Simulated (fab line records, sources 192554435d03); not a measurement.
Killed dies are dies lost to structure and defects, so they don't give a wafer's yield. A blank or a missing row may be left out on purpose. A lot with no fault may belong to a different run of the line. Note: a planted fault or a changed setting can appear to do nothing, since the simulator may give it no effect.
fab line records	flow n5Finfet	part 1 of 2: steps 1 to 4 of 6
record: lots: 23	wafers: 69	lastDay: 17
route steps=1938 shown BEOL_M0_SAQP@664 BEOL_M0@720
lots that met no fault: taken from a fault-free run of the same line
startH: start of the lot's first displayed wafer, in hours after the record's first day	waitH: hours from the lot's prior step to this one	" unchanged from the row above	L1.1+2: several wafers, shown together as one row	- no value, or no start was given	* or withheld: withheld	< > ~ a bound
route shown NAME@n: names a module that has steps shown in the file, with the first one's number in the route	usual: mean/standard deviation taken from wafers without a fault	same: alike in all rows	chamber/n: place in a boat	sites: the reading at each site	_std_site: standard deviation of those values	_edge_site: inner sites' mean taken away from outer sites' mean	radiusMm: for every site, how far away it sits from the centre of the wafer	mask NAME#n: copy n	behind: tool/chamber where the wafer was last shaped	hold: why the lot was held/for how many hours/how that ended	device: the transistor (n, p or np) that didn't switch	end of line: tests run on the same wafers once the route is complete	a step with no rows: only its recipe	killed: dies that structure and defects cost at the first sort, which is not the same as the wafer's yield	map: shows each die of a wafer: x if killed, . if not, _ if none is there
set.NAME: setting as actually run; set.NAME@STEP: the setting as run at that earlier step	model.NAME: the simulator's own value behind a step, which no gauge read
the route's steps for a sample of lots (tables are steps, rows are wafers)
services: from which hour (startH, from the record's first day; less than 0 if before it) a tool's chamber was out of use, for how many hours, and why
== steps ==
step: N5_BEOL_M0_SAQP_SPACER1_ETCHBACK_99
recipe: chemistry: CHF3/O2	mode: anisotropicEtchback	target: SiO2	targetDepthA: 154	timeS: 7.7	pressureMtorr: 30	sourceW: 650	biasW: 170	Ar_flow_sccm: 200	CHF3_flow_sccm: 50	O2_flow_sccm: 5	ionEnergyEv: 200
usual: drypumpMotorCurrentA: 5.9/0.48	oes_o_777_au: 0.74/0.052	oesProductAu: 0.74/0.051	rfVppV: 525/5.7	showerheadPlenumPTorr: 2.40/0.082	throttleValvePct: 18.93/0.17
lot.wafer	tool	chamber	startH	waitH	drypumpMotorCurrentA	oes_o_777_au	oesProductAu	rfHoursCounterH	rfVppV	showerheadPlenumPTorr	throttleValvePct
L074.1	rieDiel-03	2	108.93	0.3	5.3	0.73	0.74	174	522	2.40	18.66
L074.2	"	0	"	"	5.9	0.69	0.70	215	526	2.30	19.08
L074.3	"	3	"	"	5.3	0.75	0.74	151	524	2.32	19.05
L075.1	rieDiel-04	1	113.68	0.4	6.0	0.74	0.74	140	520	2.51	18.92
L075.3	"	0	"	"	6.4	0.71	0.74	198	531	2.31	19.28
L075.5	"	2	"	"	5.4	0.77	0.77	-	519	2.41	18.86
L076.1	rieDiel-03	3	124.05	0.3	5.3	0.75	0.73	156	523	2.31	19.05
L076.4	"	1	"	"	6.5	0.75	0.72	-	524	2.39	18.94
L076.5	"	0	"	"	5.9	0.69	0.70	-	525	2.30	19.08
L077.1	rieDiel-04	1	130.67	0.3	6.0	0.73	0.74	146	522	2.51	18.94
L077.3	"	2	"	"	5.4	0.76	0.75	137	519	2.41	18.87
L077.5	"	1	"	"	6.0	0.74	0.73	-	521	2.51	18.92
L078.1	rieDiel-03	1	130.71	0.3	6.5	0.75	0.73	168	523	2.39	18.94
L078.5	"	3	"	"	5.3	0.75	0.74	-	521	2.31	19.08
L078.6	"	2	"	"	5.3	0.73	0.73	-	521	2.40	18.67
L079.1	rieDiel-02	3	140.96	0.3	6.6	0.68	0.67	240	532	2.48	19.09
L079.3	"	2	"	"	6.1	0.75	0.75	149	522	2.40	18.70
L079.5	"	3	"	"	6.6	0.68	0.67	-	531	2.48	19.10
L081.1	rieDiel-04	0	149.05	0.3	6.4	0.70	0.73	204	531	2.31	19.30
L081.3	"	3	"	"	5.9	0.74	0.72	169	534	2.51	18.94
L081.5	"	3	"	"	6.0	0.75	0.73	-	532	2.51	18.94
L080.2	rieDiel-03	1	152.27	0.3	6.5	0.75	0.72	173	522	2.39	18.95
L080.3	"	0	"	"	5.9	0.69	0.69	228	526	2.30	19.10
L080.6	"	2	"	"	5.3	0.73	0.72	-	518	2.39	18.69
L082.2	rieDiel-04	3	162.24	0.3	6.0	0.74	0.73	172	533	2.51	18.94
L082.3	"	1	"	"	6.0	0.74	0.73	155	521	2.50	18.93
L082.5	"	3	"	"	6.0	0.74	0.73	-	534	2.51	18.94
L083.2	rieDiel-04	0	163.33	0.3	6.3	0.70	0.73	208	531	2.31	19.30
L083.3	"	1	"	"	6.0	0.73	0.73	155	519	2.50	18.96
L083.6	"	2	"	"	5.4	0.76	0.75	-	518	2.41	18.90
L084.1	rieDiel-04	0	174.75	0.4	6.3	0.70	0.73	210	532	2.31	19.31
L084.5	"	3	"	"	5.9	0.74	0.72	-	533	2.51	18.95
L084.6	"	0	"	"	6.3	0.70	0.73	-	532	2.31	19.30
L085.2	rieDiel-03	1	179.85	0.3	6.5	0.74	0.72	181	520	2.38	18.97
L085.3	"	2	"	"	5.3	0.72	0.71	194	520	2.39	18.68
L085.4	"	3	"	"	5.3	0.75	0.72	174	521	2.31	19.09
L086.1	rieDiel-02	0	186.29	0.3	5.1	0.80	0.81	101	534	2.53	18.82
L086.3	"	1	"	"	6.1	0.76	0.75	149	520	2.32	18.81
L086.4	"	1	"	"	6.1	0.76	0.75	-	521	2.32	18.80
L087.2	rieDiel-02	2	191.10	0.4	6.2	0.73	0.72	165	523	2.39	18.72
L087.3	"	1	"	"	6.1	0.76	0.76	151	521	2.32	18.81
L087.5	"	0	"	"	5.1	0.79	0.80	-	533	2.53	18.83
L088.2	rieDiel-03	1	193.70	0.3	6.4	0.73	0.72	185	523	2.38	18.96
L088.3	"	2	"	"	5.3	0.72	0.71	198	520	2.39	18.69
L088.5	"	0	"	"	5.9	0.67	0.69	-	527	2.29	19.11
L089.1	rieDiel-02	0	203.17	0.3	5.1	0.79	0.80	108	533	2.53	18.84
L089.2	"	1	"	"	6.2	0.75	0.74	155	522	2.31	18.80
L089.3	"	3	"	"	6.7	0.97	0.98	3	532	2.47	18.76
L090.1	rieDiel-04	1	208.80	0.3	6.0	0.72	0.71	168	520	2.50	18.96
L090.5	"	1	"	"	6.0	0.72	0.73	-	521	2.50	18.97
L090.6	"	2	"	"	5.4	0.75	0.75	-	518	2.40	18.89
L092.1	rieDiel-04	3	213.64	0.3	6.0	0.73	0.70	187	534	2.51	18.97
L092.2	"	0	"	"	6.3	0.69	0.72	222	533	2.30	19.33
L092.4	"	2	"	"	5.5	0.74	0.76	160	518	2.40	18.91
L093.3	rieDiel-03	1	225.65	0.3	6.5	0.73	0.72	195	522	2.38	18.97
L093.5	"	1	"	"	6.5	0.72	0.71	-	522	2.38	18.99
L093.6	"	3	"	"	5.3	0.73	0.72	-	523	2.30	19.10
L094.2	rieDiel-03	2	228.76	0.3	5.3	0.71	0.72	210	518	2.38	18.72
L094.5	"	3	"	"	5.3	0.73	0.72	-	521	2.30	19.12
L094.6	"	2	"	"	5.3	0.71	0.72	-	520	2.38	18.71
L095.1	rieDiel-02	1	235.45	0.5	6.2	0.74	0.73	165	521	2.31	18.82
L095.2	"	0	"	"	5.1	0.78	0.78	118	533	2.53	18.86
L095.4	"	3	"	"	6.6	0.94	0.94	12	533	2.47	18.77
L096.4	rieDiel-02	0	241.74	0.3	5.1	0.77	0.77	120	533	2.53	18.86
L096.5	"	0	"	"	5.1	0.78	0.78	-	533	2.52	18.85
L096.6	"	3	"	"	6.6	0.94	0.93	-	531	2.47	18.76
L097.1	rieDiel-04	1	250.38	0.3	6.0	0.71	0.71	179	521	2.49	18.99
L097.2	"	3	"	"	5.9	0.72	0.70	199	532	2.50	18.99
L097.6	"	1	"	"	6.0	0.71	0.71	-	519	2.49	19.00
step: N5_BEOL_M0_SAQP_ETCH_107
recipe: chemistry: CH3F/O2	target: SiNx	targetDepthA: 300	maskMaterial: SOC	pressureMtorr: 30	sourceW: 395	biasW: 73	Ar_flow_sccm: 150	CH3F_flow_sccm: 30	O2_flow_sccm: 20	ionEnergyEv: 120
usual: drypumpMotorCurrentA: 5.9/0.48	oes_o_777_au: 0.74/0.046	oesProductAu: 0.74/0.049	rfVppV: 298/3.2	showerheadPlenumPTorr: 1.99/0.071	throttleValvePct: 16.42/0.17
lot.wafer	tool	chamber	startH	waitH	drypumpMotorCurrentA	oes_o_777_au	oesProductAu	rfHoursCounterH	rfVppV	showerheadPlenumPTorr	throttleValvePct
L074.1	rieDiel-03	0	109.92	0.0	5.9	0.70	0.71	215	298	1.90	16.55
L074.2	"	2	"	"	5.3	0.74	0.73	174	296	1.99	16.15
L074.3	"	3	"	"	5.3	0.76	0.74	152	297	1.92	16.51
L075.1	rieDiel-03	1	114.64	0.0	6.5	0.75	0.73	162	296	1.99	16.41
L075.3	"	0	"	"	5.9	0.70	0.71	217	298	1.90	16.55
L075.5	"	1	"	"	6.5	0.75	0.73	-	296	1.99	16.42
L076.1	rieDiel-04	2	125.01	0.0	5.4	0.77	0.77	134	294	2.00	16.36
L076.4	"	1	"	"	6.0	0.75	0.74	-	294	2.09	16.41
L076.5	"	3	"	"	5.9	0.77	0.74	-	301	2.09	16.39
L077.1	rieDiel-04	2	131.96	0.0	5.4	0.76	0.77	137	294	2.00	16.34
L077.3	"	0	"	"	6.3	0.73	0.74	199	301	1.91	16.71
L077.5	"	1	"	"	6.0	0.74	0.73	-	296	2.08	16.40
L078.1	rieDiel-02	3	132.14	0.0	6.6	0.67	0.66	239	301	2.06	16.59
L078.5	"	3	"	"	6.6	0.67	0.66	-	302	2.06	16.62
L078.6	"	2	"	"	6.1	0.74	0.74	-	296	1.99	16.19
L079.1	rieDiel-03	2	142.11	0.0	5.3	0.73	0.73	182	295	1.99	16.19
L079.3	"	1	"	"	6.5	0.75	0.73	171	295	1.98	16.43
L079.5	"	1	"	"	6.5	0.74	0.73	-	297	1.98	16.44
L081.1	rieDiel-04	3	150.02	0.0	6.0	0.76	0.73	169	303	2.09	16.39
L081.3	"	2	"	"	5.4	0.76	0.77	143	294	2.00	16.36
L081.5	"	0	"	"	6.4	0.72	0.75	-	301	1.91	16.71
L080.2	rieDiel-03	3	153.40	0.0	5.3	0.75	0.73	166	297	1.92	16.56
L080.3	"	1	"	"	6.5	0.74	0.73	174	296	1.98	16.45
L080.6	"	0	"	"	5.9	0.69	0.69	-	299	1.90	16.56
L082.2	rieDiel-02	0	163.32	0.0	5.1	0.81	0.81	95	304	2.10	16.24
L082.3	"	1	"	"	6.2	0.76	0.77	142	296	1.92	16.30
L082.5	"	1	"	"	6.2	0.76	0.76	-	296	1.92	16.28
L083.2	rieDiel-02	2	164.29	0.0	6.1	0.74	0.73	156	297	1.99	16.19
L083.3	"	3	"	"	6.6	0.67	0.66	246	303	2.06	16.62
L083.6	"	2	"	"	6.1	0.73	0.73	-	296	1.99	16.21
L084.1	rieDiel-02	1	175.88	0.0	6.1	0.76	0.75	146	295	1.92	16.29
L084.5	"	1	"	"	6.2	0.76	0.75	-	295	1.92	16.28
L084.6	"	2	"	"	6.1	0.73	0.72	-	296	1.99	16.23
L085.2	rieDiel-04	0	180.81	0.0	6.4	0.72	0.73	213	302	1.90	16.73
L085.3	"	1	"	"	6.0	0.74	0.73	160	294	2.08	16.42
L085.4	"	3	"	"	5.9	0.74	0.71	177	303	2.08	16.43
L086.1	rieDiel-03	2	187.25	0.0	5.3	0.72	0.71	195	294	1.98	16.20
L086.3	"	1	"	"	6.5	0.73	0.73	183	297	1.98	16.45
L086.4	"	3	"	"	5.3	0.73	0.72	175	296	1.91	16.55
L087.2	rieDiel-03	0	192.36	0.0	5.9	0.69	0.69	239	297	1.90	16.61
L087.3	"	2	"	"	5.3	0.72	0.71	197	294	1.98	16.18
L087.5	"	3	"	"	5.3	0.73	0.71	-	297	1.91	16.58
L088.2	rieDiel-04	0	194.67	0.0	6.3	0.72	0.72	217	301	1.90	16.75
L088.3	"	1	"	"	6.0	0.73	0.73	164	295	2.08	16.43
L088.5	"	3	"	"	5.9	0.75	0.71	-	303	2.08	16.42
L089.1	rieDiel-02	2	204.13	0.0	6.2	0.73	0.73	168	296	1.98	16.23
L089.2	"	0	"	"	5.1	0.80	0.80	108	301	2.10	16.27
L089.3	"	1	"	"	6.2	0.75	0.74	155	295	1.92	16.30
L090.1	rieDiel-04	3	209.76	0.0	6.0	0.74	0.71	186	303	2.08	16.44
L090.5	"	3	"	"	6.0	0.74	0.70	-	304	2.08	16.43
L090.6	"	0	"	"	6.3	0.71	0.71	-	301	1.90	16.74
L092.1	rieDiel-02	3	214.76	0.0	6.6	0.94	0.97	6	301	2.06	16.17
L092.2	"	0	"	"	5.1	0.80	0.79	111	304	2.10	16.27
L092.4	"	1	"	"	6.2	0.74	0.74	158	295	1.92	16.31
L093.3	rieDiel-02	1	226.68	0.0	6.1	0.75	0.74	161	297	1.92	16.30
L093.5	"	0	"	"	5.1	0.79	0.79	-	303	2.10	16.27
L093.6	"	1	"	"	6.1	0.74	0.74	-	296	1.92	16.32
L094.2	rieDiel-04	3	229.72	0.0	5.9	0.74	0.70	193	302	2.08	16.44
L094.5	"	3	"	"	5.9	0.74	0.70	-	302	2.08	16.44
L094.6	"	2	"	"	5.4	0.74	0.74	-	294	1.99	16.40
L095.1	rieDiel-03	1	236.55	0.0	6.5	0.72	0.71	200	297	1.97	16.49
L095.2	"	2	"	"	5.3	0.71	0.71	213	295	1.98	16.22
L095.4	"	1	"	"	6.5	0.72	0.72	-	296	1.97	16.49
L096.4	rieDiel-03	1	242.72	0.0	6.5	0.72	0.71	-	296	1.97	16.49
L096.5	"	2	"	"	5.3	0.71	0.71	-	296	1.98	16.23
L096.6	"	3	"	"	5.3	0.72	0.71	-	296	1.91	16.60
L097.1	rieDiel-04	1	251.34	0.0	6.0	0.71	0.71	180	294	2.07	16.46
L097.2	"	3	"	"	6.0	0.73	0.70	199	303	2.08	16.45
L097.6	"	1	"	"	6.0	0.71	0.71	-	295	2.07	16.45
step: N5_BEOL_M0_ETCH_128
recipe: chemistry: CF4/N2	targetDepthA: 120	overetchA: 51	target: SiCN	timeS: 21.4	ionEnergyEv: 150	pressureMtorr: 40	sourceW: 430	biasW: 70	Ar_flow_sccm: 100	cf4FlowSccm: 60	n2FlowSccm: 60
usual: drypumpMotorCurrentA: 5.6/0.53	oesProductAu: 0.53/0.05	rfVppV: 382.9/1.6	showerheadPlenumPTorr: 2.23/0.062	throttleValvePct: 15.52/0.21
lot.wafer	tool	chamber	startH	waitH	drypumpMotorCurrentA	oesProductAu	rfHoursCounterH	rfVppV	showerheadPlenumPTorr	throttleValvePct
L074.1	rieDiel-05	2	117.93	0.5	5.1	0.49	196	383.8	2.29	15.74
L074.2	"	3	"	"	5.7	0.61	28	386.5	2.33	15.05
L074.3	"	1	"	"	5.7	0.56	75	384.5	2.32	15.53
L075.1	rieDiel-06	2	128.75	0.4	6.6	0.49	214	383.3	2.27	15.64
L075.3	"	1	"	"	5.2	0.53	136	382.2	2.22	15.31
L075.5	"	2	"	"	6.6	0.49	-	384.2	2.27	15.64
L076.1	rieDiel-06	1	135.75	0.5	5.1	0.52	138	381.8	2.22	15.33
L076.4	"	2	"	"	6.6	0.49	215	384.6	2.27	15.64
L076.5	"	3	"	"	5.8	0.50	-	383.5	2.20	15.65
L077.1	rieDiel-05	3	138.45	0.2	5.7	0.60	34	385.0	2.33	15.06
L077.3	"	2	"	"	5.1	0.47	203	384.4	2.28	15.74
L077.5	"	1	"	"	5.7	0.56	-	385.8	2.32	15.54
L078.1	rieDiel-01	3	138.56	0.0	5.3	0.49	191	383.2	2.28	15.88
L078.5	"	0	"	"	5.2	0.60	-	380.6	2.14	15.37
L078.6	"	1	"	"	5.9	0.47	-	381.3	2.17	15.70
L079.1	rieDiel-01	2	147.78	0.1	6.1	0.52	174	384.1	2.29	15.57
L079.3	"	0	"	"	5.1	0.59	48	381.3	2.14	15.38
L079.5	"	3	"	"	5.2	0.50	-	384.9	2.28	15.87
L080.2	rieDiel-01	1	159.10	0.0	5.9	0.67	2	382.4	2.17	15.23
L080.3	"	2	"	"	6.1	0.50	180	383.9	2.29	15.58
L080.6	"	2	"	"	6.1	0.51	-	384.8	2.29	15.59
L081.1	rieDiel-06	2	159.25	0.0	6.6	0.49	222	384.4	2.27	15.64
L081.3	"	1	"	"	5.2	0.52	144	382.4	2.21	15.35
L081.5	"	2	"	"	6.6	0.49	-	382.5	2.27	15.65
L082.2	rieDiel-06	3	168.46	0.1	5.8	0.50	158	382.7	2.20	15.68
L082.3	"	2	"	"	6.6	0.48	225	384.5	2.27	15.65
L082.5	"	1	"	"	5.2	0.53	-	382.0	2.21	15.34
L083.2	rieDiel-01	3	168.68	0.3	5.3	0.49	201	384.0	2.28	15.85
L083.3	"	1	"	"	5.9	0.65	5	381.1	2.16	15.22
L083.6	"	0	"	"	5.1	0.57	-	381.3	2.14	15.40
L084.1	rieDiel-06	3	181.82	0.4	5.8	0.50	162	383.2	2.20	15.67
L084.5	"	0	"	"	4.9	0.58	-	381.1	2.16	15.39
L084.6	"	1	"	"	5.2	0.52	-	382.8	2.21	15.35
L085.2	rieDiel-06	3	188.77	0.0	5.8	0.50	164	382.8	2.20	15.68
L085.3	"	0	"	"	4.9	0.58	49	380.7	2.16	15.40
L085.4	"	2	"	"	6.6	0.48	230	383.5	2.27	15.68
L086.1	rieDiel-01	0	193.05	0.0	5.2	0.58	66	380.3	2.14	15.39
L086.3	"	3	"	"	5.2	0.50	209	384.0	2.27	15.90
L086.4	"	1	"	"	5.9	0.65	14	381.8	2.16	15.26
L088.2	rieDiel-05	0	199.48	0.0	6.6	0.46	245	379.4	2.18	15.47
L088.3	"	1	"	"	5.7	0.54	104	384.5	2.31	15.56
L088.5	"	1	"	"	5.7	0.54	-	385.6	2.31	15.55
L087.2	rieDiel-01	0	201.78	0.1	5.2	0.56	69	382.1	2.14	15.43
L087.3	"	2	"	"	6.1	0.50	196	385.2	2.28	15.63
L087.5	"	1	"	"	5.9	0.64	-	382.2	2.16	15.25
L089.1	rieDiel-06	0	210.62	0.0	4.9	0.56	57	381.7	2.15	15.38
L089.2	"	2	"	"	6.6	0.47	237	383.9	2.26	15.68
L089.3	"	1	"	"	5.2	0.52	160	382.6	2.21	15.37
L090.1	rieDiel-05	2	214.18	0.0	5.1	0.47	230	384.3	2.27	15.81
L090.5	"	2	"	"	5.1	0.48	-	384.3	2.27	15.79
L090.6	"	3	"	"	5.7	0.59	-	385.5	2.32	15.11
L092.1	rieDiel-06	0	220.29	0.1	4.9	0.56	61	381.3	2.15	15.40
L092.2	"	2	"	"	6.6	0.48	242	383.9	2.26	15.70
L092.4	"	1	"	"	5.2	0.51	164	382.5	2.21	15.37
L093.3	rieDiel-05	2	231.85	0.1	5.1	0.46	239	384.4	2.27	15.82
L093.5	"	3	"	"	5.7	0.57	-	386.2	2.32	15.14
L093.6	"	2	"	"	5.1	0.47	-	384.0	2.27	15.84
L094.2	rieDiel-05	2	234.59	0.1	5.1	0.46	240	383.5	2.27	15.81
L094.5	"	1	"	"	5.7	0.54	-	384.6	2.31	15.59
L094.6	"	2	"	"	5.1	0.48	-	385.2	2.27	15.82
L095.1	rieDiel-01	2	240.84	0.2	6.1	0.50	210	384.8	2.28	15.64
L095.2	"	1	"	"	5.9	0.61	29	381.8	2.16	15.28
L095.4	"	0	"	"	5.1	0.56	84	380.9	2.13	15.45
L096.4	rieDiel-01	2	253.46	0.0	6.1	0.50	215	384.5	2.28	15.65
L096.5	"	2	"	"	6.1	0.50	-	384.0	2.28	15.66
L096.6	"	1	"	"	5.9	0.61	-	379.4	2.15	15.29
L097.1	rieDiel-01	3	256.35	0.0	5.3	0.48	232	383.6	2.27	15.96
L097.2	"	1	"	"	5.9	0.61	34	380.1	2.15	15.29
L097.6	"	0	"	"	5.2	0.56	-	381.4	2.13	15.45
step: N5_BEOL_M0_OCD_MEAS_108
usual: trenchDepthNm: 32.6/0.52
lot.wafer	tool	chamber	startH	waitH	trenchDepthNm
L074.1	ocd-01	-	118.08	0.1	32.5
L074.2	"	-	"	"	32.7
L074.3	"	-	"	"	33.1
L075.1	ocd-01	-	128.90	0.1	32.1
L075.3	"	-	"	"	33.1
L075.5	"	-	"	"	32.6
L076.1	ocd-01	-	135.90	0.1	32.6
L076.4	"	-	"	"	32.9
L076.5	"	-	"	"	33.1
L077.1	ocd-01	-	138.60	0.1	33.4
L077.3	"	-	"	"	32.3
L077.5	"	-	"	"	32.3
L078.1	ocd-02	-	138.70	0.1	34.2
L078.5	"	-	"	"	32.5
L078.6	"	-	"	"	32.6
L079.1	ocd-01	-	147.93	0.1	32.7
L079.3	"	-	"	"	31.6
L079.5	"	-	"	"	33.5
L080.2	ocd-02	-	159.25	0.1	33.5
L080.3	"	-	"	"	32.5
L080.6	"	-	"	"	32.2
L081.1	ocd-01	-	159.39	0.1	31.9
L081.3	"	-	"	"	32.8
L081.5	"	-	"	"	32.0
L082.2	ocd-01	-	168.61	0.1	31.9
L082.3	"	-	"	"	32.5
L082.5	"	-	"	"	32.3
L083.2	ocd-02	-	168.83	0.1	33.2
L083.3	"	-	"	"	33.4
L083.6	"	-	"	"	32.9
L084.1	ocd-01	-	181.96	0.1	32.4
L084.5	"	-	"	"	32.5
L084.6	"	-	"	"	31.7
L085.2	ocd-02	-	188.92	0.1	32.6
L085.3	"	-	"	"	33.3
L085.4	"	-	"	"	31.8
L086.1	ocd-02	-	193.19	0.1	32.0
L086.3	"	-	"	"	33.2
L086.4	"	-	"	"	33.0
L088.2	ocd-01	-	199.63	0.1	33.3
L088.3	"	-	"	"	32.3
L088.5	"	-	"	"	32.8
L087.2	ocd-02	-	201.92	0.1	32.6
L087.3	"	-	"	"	31.6
L087.5	"	-	"	"	33.7
L089.1	ocd-02	-	210.76	0.1	32.4
L089.2	"	-	"	"	31.2
L089.3	"	-	"	"	32.5
L090.1	ocd-01	-	214.32	0.1	32.4
L090.5	"	-	"	"	32.6
L090.6	"	-	"	"	32.9
L092.1	ocd-02	-	220.43	0.1	33.4
L092.2	"	-	"	"	32.2
L092.4	"	-	"	"	32.4
L093.3	ocd-02	-	232.00	0.1	32.5
L093.5	"	-	"	"	33.2
L093.6	"	-	"	"	32.6
L094.2	ocd-02	-	234.73	0.1	32.1
L094.5	"	-	"	"	32.6
L094.6	"	-	"	"	33.0
L095.1	ocd-02	-	240.99	0.1	31.9
L095.2	"	-	"	"	33.0
L095.4	"	-	"	"	31.9
L096.4	ocd-01	-	253.61	0.1	32.3
L096.5	"	-	"	"	32.0
L096.6	"	-	"	"	33.3
L097.1	ocd-01	-	256.49	0.1	33.0
L097.2	"	-	"	"	33.5
L097.6	"	-	"	"	31.9
